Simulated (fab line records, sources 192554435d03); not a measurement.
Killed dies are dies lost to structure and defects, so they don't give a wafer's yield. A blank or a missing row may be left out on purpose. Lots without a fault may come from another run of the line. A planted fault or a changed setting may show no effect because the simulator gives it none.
Split-lot experiment | flow n5_finfet | 7 lots, 39 wafers read, on a route of 1938 steps

THE SPLIT
At N5_FIN_SAQP_HM_DEP_03 (deposits SiNx from SiH4/NH3/N2, target thk 38 nm, time 33.6 s), the setting time_s was moved away from the recipe's 33.6 s on 12 of the 39 wafers read, by -24.7% to +49.8%. The other wafers ran this setting at the recipe's value.

FROM THE SPLIT TO THE READING: what the file shows between them, 4 steps
- N5_FIN_SAQP_THK_MEAS_05
- N5_FIN_SAQP_PECVD_47: deposits a-Si from SiH4/He, target thk 45 nm, time 36.3 s
- N5_FIN_SAQP_PECVD_48: deposits SiNx from SiH4/NH3/N2, target thk 25 nm, time 22.1 s
- N5_FIN_SAQP_MANDREL2_REMOVE_60: chemistry HBr/Cl2/O2, target a-Si, stops on SiNx, bt time 10 s

THE READING
etch.depth_nm (the simulator's own value, which no gauge read), in nm, at N5_FIN_SAQP_HM_OPEN_33 (chemistry CH3F/O2, target SiNx, target depth 49.4 nm, time 70.6 s). The file gives no usual value for it. The 27 wafers here that ran the recipe average 37.39 nm, standard deviation 0.42 nm.

wafer  | tool, chamber at the split | time_s as run, s | against the recipe | etch.depth_nm, nm | against lot-mates on the recipe
L074.1 | pecvd-04, 2                | 46.55            | +38.5%             | 51.51             | +14.23
L074.2 | pecvd-04, 1                | 33.6             | recipe             | 37.07             | -
L074.3 | pecvd-04, 0                | 46.55            | +38.5%             | 51.43             | +14.15
L074.4 | pecvd-04, 1                | 46.55            | +38.5%             | 52.24             | +14.96
L074.5 | pecvd-04, 2                | 33.6             | recipe             | 37.58             | -
L074.6 | pecvd-04, 0                | 33.6             | recipe             | 37.2              | -
L080.1 | pecvd-03, 1                | 33.6             | recipe             | 37.25             | -
L080.2 | pecvd-03, 0                | 33.6             | recipe             | 36.74             | -
L080.3 | pecvd-03, 2                | 33.6             | recipe             | 37.01             | -
L080.4 | pecvd-03, 0                | 33.6             | recipe             | 38.07             | -
L080.5 | pecvd-03, 2                | 33.6             | recipe             | 37.83             | -
L080.6 | pecvd-03, 1                | 33.6             | recipe             | 37.81             | -
L084.1 | pecvd-02, 1                | 33.6             | recipe             | 36.25             | -
L084.2 | pecvd-02, 0                | 49.59            | +47.6%             | 55.08             | +18.14
L084.3 | pecvd-02, 2                | 49.59            | +47.6%             | 54.89             | +17.95
L084.4 | pecvd-02, 0                | 33.6             | recipe             | 37.37             | -
L084.5 | pecvd-02, 2                | 49.59            | +47.6%             | 55.83             | +18.89
L084.6 | pecvd-02, 1                | 33.6             | recipe             | 37.19             | -
L085.1 | pecvd-02, 1                | 50.32            | +49.8%             | 55.41             | +18.03
L085.2 | pecvd-02, 2                | 33.6             | recipe             | 37.38             | -
L085.3 | pecvd-02, 0                | 50.32            | +49.8%             | 56.13             | +18.75
L085.4 | pecvd-02, 1                | 33.6             | recipe             | 37.38             | -
L085.5 | pecvd-02, 2                | 33.6             | recipe             | 37.37             | -
L085.6 | pecvd-02, 0                | 50.32            | +49.8%             | 56.87             | +19.49
L086.1 | pecvd-04, 1                | 33.6             | recipe             | 37.48             | -
L086.2 | pecvd-04, 2                | 33.6             | recipe             | 36.7              | -
L086.3 | pecvd-04, 1                | 33.6             | recipe             | 37.68             | -
L086.4 | pecvd-04, 2                | 33.6             | recipe             | 37.73             | -
L086.5 | pecvd-04, 1                | 33.6             | recipe             | 38                | -
L086.6 | pecvd-04, 2                | 33.6             | recipe             | 37.53             | -
L088.1 | pecvd-04, 1                | 25.3             | -24.7%             | 28.03             | -9.26
L088.2 | pecvd-04, 2                | 33.6             | recipe             | 36.99             | -
L088.3 | pecvd-04, 0                | 33.6             | recipe             | 37.03             | -
L088.4 | pecvd-04, 0                | 25.3             | -24.7%             | 27.8              | -9.49
L088.5 | pecvd-04, 2                | 25.3             | -24.7%             | 28.21             | -9.08
L088.6 | pecvd-04, 1                | 33.6             | recipe             | 37.84             | -
L097.1 | pecvd-03, 2                | 33.6             | recipe             | 37.69             | -
L097.2 | pecvd-03, 0                | 33.6             | recipe             | 37.85             | -
L097.3 | pecvd-03, 1                | 33.6             | recipe             | 37.63             | -

THE FIT
A straight line over all 39 wafers: etch.depth_nm changes by +0.376 nm for each +1% of time_s; r = +1.00; the points scatter about the line by 0.43 nm.
The same after taking each lot's own level away (the mean of its wafers on the recipe; 39 wafers): +0.379 nm for each +1%; r = +1.00; scatter 0.41 nm.
On that fit, the largest move of time_s shifts the reading by 19 nm.
The lots' own levels span 36.937 to 37.723 nm, that is 1.9 times the standard deviation above.
So the lot-to-lot level changes the slope little: the two slopes agree.
Check: with one of the wafers moved furthest among these (+49.8%) left out of the fit, the line predicts +19 nm for it against its lot-mates. It came out at +18 nm against them.

OTHER SPLITS ON THESE WAFERS
These wafers also went through other splits before the reading. Each is held against what the fit with the lots' levels taken away leaves over:
other split on the same wafers          | wafers away from the commonest value | r with etch.depth_nm (lot level and that fit taken away)
N5_ZERO_LAYER_DEVELOP_10 develop_time_s | 18                                   | +0.17

THE WHOLE CHAIN: every reading that the file lists as answering this split, in the file's order
step                    | what it does                                                      | reading                                                                            | change (the file's fit)               | r (the file's)
N5_FIN_SAQP_HM_DEP_03   | deposits SiNx from SiH4/NH3/N2, target thk 38 nm, time 33.6 s     | SiNx_of_FIN_SAQP_HM_DEP_03.thk_nm (the simulator's own value, which no gauge read) | +0.379 nm for each +1% of the setting | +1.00
N5_FIN_SAQP_THK_MEAS_05 |                                                                   | thk_nm                                                                             | withheld for each +1% of the setting  | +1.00
N5_FIN_SAQP_HM_OPEN_33  | chemistry CH3F/O2, target SiNx, target depth 49.4 nm, time 70.6 s | etch_rf_on_time_s                                                                  | withheld for each +1% of the setting  | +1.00
N5_FIN_SAQP_HM_OPEN_33  | chemistry CH3F/O2, target SiNx, target depth 49.4 nm, time 70.6 s | etch.depth_nm (the simulator's own value, which no gauge read)                     | +0.379 nm for each +1% of the setting | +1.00

THE FILE'S OWN FIT
etch.depth_nm changes by +0.379 nm for each +1% of time_s, r = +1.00.
